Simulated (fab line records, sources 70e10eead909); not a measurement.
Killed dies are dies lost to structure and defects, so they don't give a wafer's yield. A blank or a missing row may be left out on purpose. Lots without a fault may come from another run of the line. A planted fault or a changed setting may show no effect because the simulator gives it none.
Chamber matching | flow nand_harc | NHARC_A_ZERO_WELL_ETCH_19 on rie_diel-07: 4 sister chambers
The step etches the open film in N2/H2, target depth 80 nm, overetch 24 nm, time 87.88 s. 39 wafers are shown with their chamber, then 12 later ones without.

WAFERS WITH THEIR CHAMBER
wafer  | chamber | showerhead_plenum_p_Torr (Torr) | drypump_motor_current_A (A) | rf_vpp_V (V)
L074.1 | 0       | 2.13                            | 6.26                        | 433
L074.4 | 2       | 1.96                            | 5.68                        | 429
L074.6 | 0       | 2.13                            | 6.27                        | 433
L076.1 | 3       | 2.20                            | 5.82                        | 435
L076.2 | 1       | 1.97                            | 5.96                        | 428
L076.3 | 2       | 1.96                            | 5.69                        | 428
L081.2 | 0       | 2.13                            | 6.28                        | 433
L081.3 | 3       | 2.20                            | 5.81                        | 434
L081.6 | 0       | 2.13                            | 6.32                        | 432
L080.3 | 2       | 1.96                            | 5.67                        | 428
L080.4 | 3       | 2.20                            | 5.84                        | 433
L080.6 | 3       | 2.20                            | 5.83                        | 434
L082.1 | 3       | 2.20                            | 5.81                        | 435
L082.2 | 2       | 1.96                            | 5.70                        | 429
L082.6 | 0       | 2.13                            | 6.27                        | 434
L083.1 | 1       | 1.97                            | 5.98                        | 428
L083.2 | 2       | 1.96                            | 5.69                        | 429
L083.6 | 1       | 1.97                            | 5.95                        | 429
L084.3 | 3       | 2.19                            | 5.83                        | 435
L084.4 | 2       | 1.96                            | 5.72                        | 429
L084.5 | 1       | 1.97                            | 5.95                        | 429
L085.2 | 3       | 2.20                            | 5.83                        | 435
L085.4 | 1       | 1.97                            | 5.96                        | 429
L085.6 | 1       | 1.97                            | 5.96                        | 429
L086.3 | 3       | 2.20                            | 5.83                        | 434
L086.4 | 0       | 2.13                            | 6.30                        | 434
L086.6 | 2       | 1.96                            | 5.69                        | 427
L088.1 | 1       | 1.97                            | 5.96                        | 429
L088.3 | 2       | 1.96                            | 5.68                        | 429
L088.4 | 3       | 2.19                            | 5.83                        | 435
L089.1 | 3       | 2.19                            | 5.82                        | 435
L089.3 | 0       | 2.13                            | 6.31                        | 433
L089.4 | 2       | 1.96                            | 5.69                        | 429
L092.1 | 2       | 1.96                            | 5.70                        | 430
L092.2 | 3       | 2.19                            | 5.80                        | 433
L092.5 | 3       | 2.19                            | 5.80                        | 434
L093.1 | 3       | 2.19                            | 5.82                        | 436
L093.4 | 2       | 1.96                            | 5.72                        | 428
L093.6 | 3       | 2.19                            | 5.82                        | 436

SIGNATURES (means of the wafers above)
reading                  | chamber 0 | chamber 1 | chamber 2 | chamber 3 | scatter within a chamber
showerhead_plenum_p_Torr | 2.1300    | 1.9700    | 1.9600    | 2.1950    | 0.00316
drypump_motor_current_A  | 6.2871    | 5.9600    | 5.6936    | 5.8207    | 0.0152
rf_vpp_V                 | 433.14    | 428.71    | 428.64    | 434.57    | 0.797
Rule: a wafer's distance from a chamber is the root of the sum, over the readings, of the square of ((its reading less the chamber's mean) divided by the reading's scatter). The wafer belongs to the nearest chamber; if the next one is less than 2 further off, it can't be placed. The scatter: the root of (the sum of the squares of (reading less its chamber's mean) over the shown wafers, divided by (wafers less chambers)).

WAFERS WITHOUT THEIR CHAMBER
wafer  | showerhead_plenum_p_Torr (Torr) | drypump_motor_current_A (A) | rf_vpp_V (V)
L094.1 | 2.19                            | 5.83                        | 435
L094.2 | 2.13                            | 6.33                        | 432
L094.5 | 2.19                            | 5.83                        | 434
L095.1 | 2.13                            | 6.32                        | 432
L095.4 | 2.19                            | 5.83                        | 435
L095.5 | 2.19                            | 5.82                        | 434
L096.2 | 2.19                            | 5.82                        | 435
L096.3 | 1.96                            | 5.95                        | 429
L096.4 | 1.96                            | 5.72                        | 429
L097.1 | 1.96                            | 5.68                        | 430
L097.3 | 1.96                            | 5.94                        | 427
L097.6 | 1.96                            | 5.94                        | 429

WHICH CHAMBER EACH WENT THROUGH
wafer  | from the rows above | in truth
L094.1 | 3                   | 3
L094.2 | 0                   | 0
L094.5 | 3                   | 3
L095.1 | 0                   | 0
L095.4 | 3                   | 3
L095.5 | 3                   | 3
L096.2 | 3                   | 3
L096.3 | 1                   | 1
L096.4 | 2                   | 2
L097.1 | 2                   | 2
L097.3 | 1                   | 1
L097.6 | 1                   | 1
Placed correctly: 12 of 12. Can't be placed from these rows: 0. Placed wrongly: 0.
